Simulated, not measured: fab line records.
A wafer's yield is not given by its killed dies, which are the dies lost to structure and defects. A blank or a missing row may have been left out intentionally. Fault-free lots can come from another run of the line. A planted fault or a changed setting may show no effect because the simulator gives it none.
fab line records    flow nandHarc
[record] lots = 7  wafers = 20  lastDay = 33
route steps=1302 shown A_CONTACT@1061 END@1302
lots with no fault: from the same line, run without faults
startH: start of the lot's first displayed wafer, in hours after the record's first day    waitH: hours from the lot's prior step to this one    " same as the row above    L1.1+2: several wafers, shown together as one row    - value missing, or start not given    * or withheld: withheld    < > ~ a bound
route shown NAME@n: a module of which the file shows steps, and the number in the route of the first    usual: the fault-free wafers' mean and standard deviation    same: alike in all rows    chamber/n: place in a boat    sites: the reading at each site    _std_site: standard deviation of those values    _edge_site: outer sites' mean less inner sites'    radiusMm: how far each site lies from the wafer's centre    mask NAME#n: copy n    behind: the most recent tool/chamber to have shaped the wafer    hold: why the lot went on hold/how many hours it stayed there/how the hold came to an end    device: the transistor (n, p or np) that didn't switch    end of line: tests of these same wafers at the route's end    where a step has no rows: the recipe by itself    killed: the dies lost at the first sort to structure and to defects; this is not the yield of the wafer    map: the dies of a wafer, with x for killed, . for not killed, _ for no die there
set.NAME: the setting that was run; set.NAME@STEP: the one run at that earlier step    model.NAME: the simulator's own value behind a step, which no gauge read
lots seen at some steps along the route; tables by step, rows by wafer
services: when a tool's chamber went out of use (startH, in hours from the record's first day, below 0 if earlier), for how many hours, and the reason
[[steps]]
[step NHARC_A_CONTACT_STRIP_104]
[recipe] cf4FlowSccm = 100  chf3FlowSccm = 30  arFlowSccm = 0  biasW = 0  chemistry = CF4/CHF3
[step NHARC_A_CONTACT_STRIP_105]
[recipe] o2FlowSccm = 400  cosFlowSccm = 20  arFlowSccm = 0  biasW = 0  chemistry = O2/COS
[step NHARC_A_CONTACT_ETCH_106]
[recipe] targetDepthA = 900  overetchA = 90  timeS = 49.5  ionEnergyEv = 100  cf4FlowSccm = 80  o2FlowSccm = 20  arFlowSccm = 0  rfW = 300  biasW = 100  chemistry = CF4/O2
[usual] drypumpMotorCurrentA = 5.7/0.5  oes_f_703_au = 1.001/0.004  oesProductAu = 1.001/0.01  rfVppV = 196.7/1.3  showerheadPlenumPTorr = 1.28/0.052  throttleValvePct = 13.396/0.0095
lot.wafer  tool        chamber  startH  waitH  drypumpMotorCurrentA  oes_f_703_au  oesProductAu  rfHoursCounterH  rfVppV  showerheadPlenumPTorr  throttleValvePct
L379.3     rieDiel-13  3        516.16  0.1    5.5                   0.995         1.012         26               197.0   1.27                   13.395
L379.4     "           1        "       "      6.2                   0.999         1.000         29               196.8   1.24                   13.409
L379.6     "           0        "       "      5.0                   0.997         1.012         -                194.1   1.24                   13.387
L381.4     rieDiel-13  0        546.95  0.1    5.0                   1.010         1.001         2                195.5   1.24                   13.400
L381.2     "           1        "       "      6.2                   1.002         0.991         3                194.9   1.24                   13.389
L381.3     "           2        "       "      6.4                   1.004         0.978         3                196.2   1.28                   13.388
L394.2     rieDiel-12  1        661.21  0.1    5.6                   0.998         0.987         11               196.1   1.25                   13.395
L394.1     "           3        "       "      5.1                   0.996         0.992         10               200.3   1.33                   13.409
L394.4     "           0        "       "      5.6                   1.001         1.007         11               197.4   1.33                   13.394
L396.4     rieDiel-02  1        687.39  0.1    6.0                   1.004         1.003         37               197.1   1.33                   13.393
L396.6     "           3        "       "      5.2                   1.001         1.027         -                196.3   1.24                   13.401
L398.2     rieDiel-13  0        692.43  0.1    5.0                   1.003         1.005         36               195.4   1.23                   13.402
L398.4     "           1        "       "      6.2                   1.003         1.000         34               196.9   1.23                   13.390
L398.6     "           0        "       "      5.0                   1.000         1.004         -                196.0   1.23                   13.384
L400.3     rieDiel-12  1        710.94  0.1    5.5                   0.999         0.996         26               196.4   1.25                   13.390
L400.2     "           3        "       "      5.1                   1.002         0.993         25               198.7   1.32                   13.419
L400.6     "           0        "       "      5.5                   1.000         1.013         -                199.0   1.33                   13.384
L401.4     rieDiel-13  2        730.01  0.1    6.4                   1.004         1.008         4                195.6   1.27                   13.382
L401.1     "           3        "       "      5.5                   1.003         0.998         4                194.4   1.26                   13.407
L401.5     "           3        "       "      5.5                   1.004         1.000         -                194.7   1.26                   13.407
[step NHARC_A_CONTACT_STRIP_82]
[recipe] o2FlowSccm = 500  arFlowSccm = 0  biasW = 0  chemistry = O2
[usual] drypumpMotorCurrentA = 5.8/0.51  oesProductAu = 1.001/0.011  rfVppV = 57.5/0.96  showerheadPlenumPTorr = 3.39/0.13  throttleValvePct = 17.035/0.0097
lot.wafer  tool        chamber  startH  waitH  drypumpMotorCurrentA  oesProductAu  rfHoursCounterH  rfVppV  showerheadPlenumPTorr  throttleValvePct
L379.3     rieDiel-13  1        -       -      6.2                   0.990         29               57.0    3.28                   17.040
L379.4     "           2        "       "      6.4                   0.986         24               56.2    3.40                   17.034
L379.6     "           0        "       "      5.0                   1.005         -                58.9    3.28                   17.031
L381.2     rieDiel-13  2        -       -      6.4                   0.994         3                56.9    3.40                   17.035
L381.3     "           3        "       "      5.5                   1.006         2                56.7    3.37                   17.049
L381.4     "           1        "       "      6.2                   0.998         3                56.9    3.28                   17.044
L394.2     rieDiel-12  0        -       -      5.6                   1.011         11               58.6    3.52                   17.045
L394.4     "           1        "       "      5.5                   0.990         11               58.0    3.32                   17.040
L394.1     "           2        "       "      6.0                   0.981         10               57.6    3.73                   17.033
L396.4     rieDiel-02  1        -       -      6.0                   1.008         37               57.4    3.51                   17.042
L396.6     "           0        "       "      6.1                   1.011         -                57.8    3.46                   17.026
L398.2     rieDiel-13  2        -       -      6.4                   0.981         35               57.6    3.38                   17.031
L398.4     "           3        "       "      5.5                   0.985         32               57.5    3.35                   17.052
L398.6     "           0        "       "      5.1                   1.018         -                56.8    3.27                   17.056
L400.3     rieDiel-12  0        -       -      5.6                   0.999         26               58.4    3.51                   17.036
L400.2     "           3        "       "      5.1                   0.988         26               58.8    3.50                   17.031
L400.6     "           0        "       "      5.6                   1.014         -                58.1    3.51                   17.030
L401.4     rieDiel-13  2        -       -      6.4                   1.000         4                57.0    3.38                   17.032
L401.1     "           3        "       "      5.5                   1.000         4                56.3    3.35                   17.034
L401.5     "           2        "       "      6.4                   1.014         -                57.1    3.38                   17.037
[step NHARC_A_CONTACT_STRIP_83]
[recipe] timeS = 600  tempC = 30  chemistry = postEtchResidueRemover
[step NHARC_A_CONTACT_DEP_84]
[recipe] targetThkA = 28000  tempC = 400  material = aC
[usual] throttleValvePct = 34.998/0.0088
lot.wafer  tool       chamber  startH  waitH  throttleValvePct
L379.3     aclDep-03  0        517.39  -      34.996
L379.4     "          0        "       "      34.994
L379.6     "          0        "       "      34.998
L381.2     aclDep-01  0        548.94  -      34.998
L381.3     "          0        "       "      35.001
L381.4     "          0        "       "      35.005
L394.1     aclDep-02  0        661.87  -      34.996
L394.2     "          0        "       "      34.990
L394.4     "          0        "       "      34.995
L396.4     aclDep-03  0        688.89  -      35.008
L396.6     "          0        "       "      35.000
L398.2     aclDep-01  0        693.58  -      34.993
L398.4     "          0        "       "      35.001
L398.6     "          0        "       "      35.004
L400.2     aclDep-01  0        714.51  -      34.995
L400.3     "          0        "       "      34.998
L400.6     "          0        "       "      35.001
L401.1     aclDep-02  0        730.67  -      34.993
L401.4     "          0        "       "      34.996
L401.5     "          0        "       "      35.007
[step NHARC_A_CONTACT_DEP_85]
[recipe] targetThkA = 600  targetThkNm = 60  tempC = 400  pressureTorr = 3.5  flowSccm = 200  rfW = 350  material = SiON
[usual] heaterPowerW = 741/100
lot.wafer  tool      chamber  startH  waitH  heaterPowerW
L379.3     pecvd-04  0        518.56  0.9    770
L379.6     "         1        "       "      585
L379.4     "         2        "       "      698
L381.3     pecvd-02  1        550.67  1.2    907
L381.2     "         2        "       "      800
L381.4     "         0        "       "      858
L394.1     pecvd-04  0        663.60  1.5    850
L394.2     "         1        "       "      659
L394.4     "         2        "       "      714
L396.6     pecvd-04  1        689.88  0.1    594
L396.4     "         2        "       "      586
L398.2     pecvd-01  0        695.08  1.2    652
L398.4     "         1        "       "      733
L398.6     "         0        "       "      644
L400.2     pecvd-04  0        715.96  1.2    808
L400.3     "         1        "       "      590
L400.6     "         0        "       "      799
L401.1     pecvd-04  2        732.44  1.5    707
L401.4     "         1        "       "      578
L401.5     "         2        "       "      721
[step NHARC_A_CONTACT_DEHYDRATE_00]
[recipe] tempC = 150  timeS = 120
[step NHARC_A_CONTACT_HMDS_01]
[recipe] timeS = 30
[step NHARC_A_CONTACT_COAT_86]
[recipe] tempC = 260  timeS = 75
[step NHARC_A_CONTACT_COAT_87]
[recipe] tempC = 225  timeS = 65
[step NHARC_A_CONTACT_COAT_02]
[recipe] spinRpm = 1500  resistThkNm = 90
[step NHARC_A_CONTACT_SOFTBAKE_03]
[recipe] tempC = 105  timeS = 55
[usual] heaterPowerTotalW = 188.46/0.15
lot.wafer  tool           chamber  startH  waitH  heaterPowerTotalW
L379.3     lithoTrack-06  0        518     -      188.32
L379.4     "              0        "       "      188.39
L379.6     "              0        "       "      188.57
L381.2     lithoTrack-04  0        550     -      188.40
L381.3     "              0        "       "      188.70
L381.4     "              0        "       "      188.28
L394.1     lithoTrack-06  0        663     -      188.27
L394.2     "              0        "       "      188.38
L394.4     "              0        "       "      222.39
L396.4     lithoTrack-06  0        690     -      222.48
L396.6     "              0        "       "      222.45
L398.2     lithoTrack-06  0        695     -      188.33
L398.4     "              0        "       "      222.49
L398.6     "              0        "       "      223.05
L400.2     lithoTrack-01  0        716     -      188.29
L400.3     "              0        "       "      188.30
L400.6     "              0        "       "      188.40
L401.1     lithoTrack-01  0        732     -      188.45
L401.4     "              0        "       "      188.42
L401.5     "              0        "       "      188.46
[step NHARC_A_CONTACT_EBR_04]
[step NHARC_END_SORT_01]
[recipe] tempC = 25
[usual] killedAtArray = 52/18  killedAtOther = 1.0/1.4  killedAtPeriphery = 3.1/2.3  killedDies = 56/17  killedOpen = 3.0/1.7  killedShort = 2.5/1.7
[same] grossDies = 677
lot.wafer  tool       chamber  startH  waitH  killedAtArray  killedAtOther  killedAtPeriphery  killedDies  killedOpen  killedShort
L379.3     prober-01  0        569.36  3.1    47             1              7                  55          6           7
L379.4     prober-01  0        570.16  3.4    31             0              3                  34          0           2
L379.6     prober-01  0        571.76  4.0    54             0              4                  58          4           4
L394.1     prober-02  0        717.65  2.5    35             1              7                  43          4           2
L394.2     prober-02  0        718.45  2.8    33             0              10                 43          0           4
L394.4     prober-02  0        720.05  3.4    36             2              11                 49          2           1
L396.4     prober-01  0        740.81  3.4    59             2              0                  61          1           0
L396.6     prober-01  0        742.40  4.0    73             0              2                  75          1           6
// killed by level:class
L379.3 A_CHANNEL_HOLE_D2:chamberFilmFlake=32 A_CHANNEL_HOLE_D1:chamberFilmFlake=4 A_DECK1_JOINT:geometricParticle:short=2 A_WL_FILL:geometricParticle:open=2 P_M1:chamberFilmFlake=2 P_GATE:geometricParticle:open=1 P_CONTACT:geometricParticle:short=1 P_M2:geometricParticle:short=1
L379.4 A_CHANNEL_HOLE_D2:chamberFilmFlake=20 A_STAIRCASE:chamberFilmFlake=3 P_ZERO_WELL:chamberFilmFlake=2 A_ZERO_WELL:chamberFilmFlake=2 A_CHANNEL_HOLE_D1:chamberFilmFlake=2 A_CONTACT:chamberFilmFlake=2 A_ONON_D1:geometricParticle:short=1 A_ONON_D2:geometricParticle:short=1
L379.6 A_CHANNEL_HOLE_D2:chamberFilmFlake=33 A_SLIT:chamberFilmFlake=4 A_STAIRCASE:chamberFilmFlake=4 A_CONTACT:chamberFilmFlake=3 A_ONON_D1:geometricParticle:open=2 P_GATE:chamberFilmFlake=2 P_M1:chamberFilmFlake=2 A_CHANNEL_FILL_D1:geometricParticle:short=1
L394.1 A_CHANNEL_HOLE_D2:chamberFilmFlake=16 A_CHANNEL_HOLE_D1:chamberFilmFlake=7 A_CONTACT:chamberFilmFlake=3 A_M0:chamberFilmFlake=3 P_GATE:chamberFilmFlake=2 P_BONDPAD:chamberFilmFlake=2 A_SLIT:chamberFilmFlake=2 P_GATE:geometricParticle:short=1
L394.2 A_CHANNEL_HOLE_D2:chamberFilmFlake=16 P_BONDPAD:chamberFilmFlake=6 A_CHANNEL_HOLE_D1:chamberFilmFlake=6 A_SLIT:chamberFilmFlake=4 P_GATE:chamberFilmFlake=3 A_M0:geometricParticle:short=2 P_M0:geometricParticle:short=1 A_ONON_D2:geometricParticle:short=1
L394.4 A_CHANNEL_HOLE_D2:chamberFilmFlake=16 A_CHANNEL_HOLE_D1:chamberFilmFlake=12 P_GATE:chamberFilmFlake=5 P_BONDPAD:chamberFilmFlake=4 A_CONTACT:chamberFilmFlake=4 A_M0:chamberFilmFlake=2 THIN_TSV:chamberFilmFlake=2 P_CONTACT:geometricParticle:open=1
L396.4 A_CHANNEL_HOLE_D2:chamberFilmFlake=22 A_SLIT:chamberFilmFlake=18 A_CHANNEL_HOLE_D1:chamberFilmFlake=8 A_CONTACT:chamberFilmFlake=5 A_STAIRCASE:chamberFilmFlake=2 A_WL_FILL:chamberFilmFlake=2 THIN_TSV:chamberFilmFlake=2 A_DECK1_JOINT:geometricParticle:open=1
L396.6 A_SLIT:chamberFilmFlake=38 A_CHANNEL_HOLE_D2:chamberFilmFlake=17 A_CHANNEL_HOLE_D1:chamberFilmFlake=8 A_CHANNEL_HOLE_D1:geometricParticle:short=3 P_M1:geometricParticle:open=1 A_CHANNEL_FILL_D2:geometricParticle:short=1 A_WL_FILL:geometricParticle:short=1 A_BLC:geometricParticle:short=1
[[services]]
tool           chamber  startH  hours  kind
rieDiel-13     0        493.55  1.6    repair
pecvd-01       -        503.25  1.5    repair
lithoTrack-01  -        505.00  7.0    pm
rieDiel-13     -        519.03  9.0    pm
lithoTrack-06  -        529.00  7.0    pm
rieDiel-13     -        540.47  0.6    repair
aclDep-01      -        552.21  13.0   pm
lithoTrack-04  -        553.00  7.0    pm
rieDiel-02     -        571.36  9.0    pm
pecvd-04       -        575.74  1.2    repair
pecvd-02       -        589.38  13.0   pm
pecvd-04       -        596.02  11.9   repair
aclDep-02      -        608.45  13.0   pm
rieDiel-13     1        608.78  9.6    repair
rieDiel-12     -        617.72  0.5    repair
rieDiel-12     -        623.70  9.0    pm
pecvd-04       -        631.15  13.0   pm
aclDep-03      -        668.73  13.0   pm
lithoTrack-01  -        680.00  7.0    pm
rieDiel-13     -        696.17  9.0    pm
rieDiel-12     2        702.20  9.0    repair
lithoTrack-06  -        704.00  7.0    pm
rieDiel-02     0        706.35  13.2   repair
rieDiel-02     3        731.04  8.6    repair
[[key]]
[firstSign] step = NHARC_A_CONTACT_SOFTBAKE_03  reading = heaterPowerTotalW  direction = up  sigmas = 99+  usual = *  struck = *
effect none on later readings
metAt NHARC_A_CONTACT_SOFTBAKE_03
struckWafers L394.4,L396.4,L396.6,L398.4,L398.6
testerLeftOut L394,L396,L398
onsetBetween 518 663
[fault] kind = processParameterDrift  tool = lithoTrack-06  chamber = -  onsetH = 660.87  steps = NHARC_A_CONTACT_SOFTBAKE_03  channel = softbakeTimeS  offset = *  shape = step  endH = 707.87  scope = struckWafersOnly  actsIn = *  stated = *
// testerLeftOut: of these lots the tester's yield and bins aren't shown, on N5 and GAA mostly nor the transistor test; their killed dies are dies lost to structure and defects alone, not to doping, threshold or leakage, so they don't give the yield
